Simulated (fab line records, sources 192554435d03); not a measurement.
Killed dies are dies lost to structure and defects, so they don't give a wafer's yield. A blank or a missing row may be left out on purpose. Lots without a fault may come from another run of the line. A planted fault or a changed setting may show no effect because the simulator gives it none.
Problem report in the 8D (eight disciplines) form, filled by code | flow n5_finfet | the parts of the form that need people (team, actions taken, sign-off) are left out

1. THE PROBLEM
killed_at_M4_up at N5_PASSIVATION_PROBE_49 reads a mean of 1163 on 9 wafers of 3 lots; wafers without a fault read 14 with a standard deviation of 5.6. That is +99 or more standard deviations from the usual mean.
First seen on wafer L759.1, day 15 11:08, on prober-02. The record holds 24 wafers of 8 lots with a number at this step. Rule for "out", or "out of limits": more than 4 standard deviations from the usual mean. The other wafers with a number count as sound.

2. WHAT IT IS AND WHAT IT IS NOT
question                    | is                                                                                                                  | is not
which readings at this step | killed_at_M4_up, defect_limited_yield, killed_dies, killed_on_rim, sort_bin_5_function, sort_n_pass, sort_yield_pct | killed_at_contacts, killed_at_other, sort_bin_6_memory, sort_bin_8_speed
which lots                  | L759, L760, L761                                                                                                    | L751, L764, L768, L769, L772
which wafers of those lots  | all that have a number                                                                                              | -
read on which tools         | prober-01, prober-02                                                                                                | -
when                        | from day 15 11:08                                                                                                   | up to then (3 sound wafers); but 12 sound wafers of L764, L768, L769, L772 came after

3. SUSPECTS, AND WHAT RULES EACH OUT
Counting: a tool at a process step up to the reading stays a suspect if it ran every lot that is out and no sound lot after the first of them.
- pecvd-04 at N5_BEOL_M8_ILD_DEP_00 (deposits SiCOH lowk from DEMS/porogen, target thk 179.75 nm, time 33.4 s): ruled out as a lasting fault. Sound lots L764, L768, L769, L772 ran on it after its first lot that is out, L759 (day 12 10:29).
Left after counting: nothing in the record.

4. THE CAUSE (what the simulator had put in)
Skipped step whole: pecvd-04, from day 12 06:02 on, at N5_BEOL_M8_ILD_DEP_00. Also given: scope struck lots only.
Counting ruled it out, wrongly: the rule takes a fault to strike every lot that its tool runs from its start on, and this one did not.

5. THE CHAIN OF EFFECTS, in route order
Each row: a reading whose mean over the struck wafers that have a number lies more than 3 standard deviations from the usual. Only readings for which the record gives a usual standard deviation are gone through. hours: the time from each lot's start at the first step in this table that gives one to its start at this step, as a median over the lots. sigmas: the change in usual standard deviations.
hours | step                    | reading              | usual  | on struck wafers | change | sigmas
0     | N5_PASSIVATION_PROBE_49 | defect_limited_yield | 91.2 % | 0.0              | -91.2  | -65
0     | N5_PASSIVATION_PROBE_49 | killed_at_M4_up      | 14     | 1163             | +1149  | +99 or more
0     | N5_PASSIVATION_PROBE_49 | killed_at_front_end  | 37     | 6                | -31    | -3.1
0     | N5_PASSIVATION_PROBE_49 | killed_dies          | 103    | 1180             | +1077  | +63
0     | N5_PASSIVATION_PROBE_49 | killed_on_rim        | 14     | 152              | +138   | +39
0     | N5_PASSIVATION_PROBE_49 | killed_open          | 68     | 13               | -55    | -4.3
0     | N5_PASSIVATION_PROBE_49 | killed_short         | 33     | 6                | -27    | -3.3
0     | N5_PASSIVATION_PROBE_49 | sort_bin_5_function  | 5.1 %  | 73.0             | +67.9  | +74
0     | N5_PASSIVATION_PROBE_49 | sort_n_pass          | 1077   | 0                | -1077  | -63
0     | N5_PASSIVATION_PROBE_49 | sort_yield_pct       | 91.2 % | 0.0              | -91.2  | -65
The process steps in it:
- N5_PASSIVATION_PROBE_49
Readings that are blank on the struck wafers while sound wafers have them: chamber_pressure_Torr at N5_BEOL_M8_ILD_DEP_00; heater_power_outer_w at N5_BEOL_M8_ILD_DEP_00; heater_power_w at N5_BEOL_M8_ILD_DEP_00; showerhead_plenum_p_Torr at N5_BEOL_M8_ILD_DEP_00; throttle_valve_pct at N5_BEOL_M8_ILD_DEP_00; trench_depth_nm at N5_BEOL_M8_OCD_MEAS_38.

6. WHAT WOULD HAVE CAUGHT IT SOONER
In this record the first reading out of limits was taken at day 15 11:08, 77 hours after the fault began at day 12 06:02.
Between N5_BEOL_M8_ILD_DEP_00 and N5_PASSIVATION_PROBE_49, N5_BEOL_M8_OCD_MEAS_38 gave no trench_depth_nm on the struck wafers, where sound wafers have one: a measuring or inspecting step that comes back empty is itself a sign.
At N5_BEOL_M8_ILD_DEP_00 the tool's readings are blank on the struck wafers, where sound wafers have them: an empty tool record is the first sign, and it was there at once.
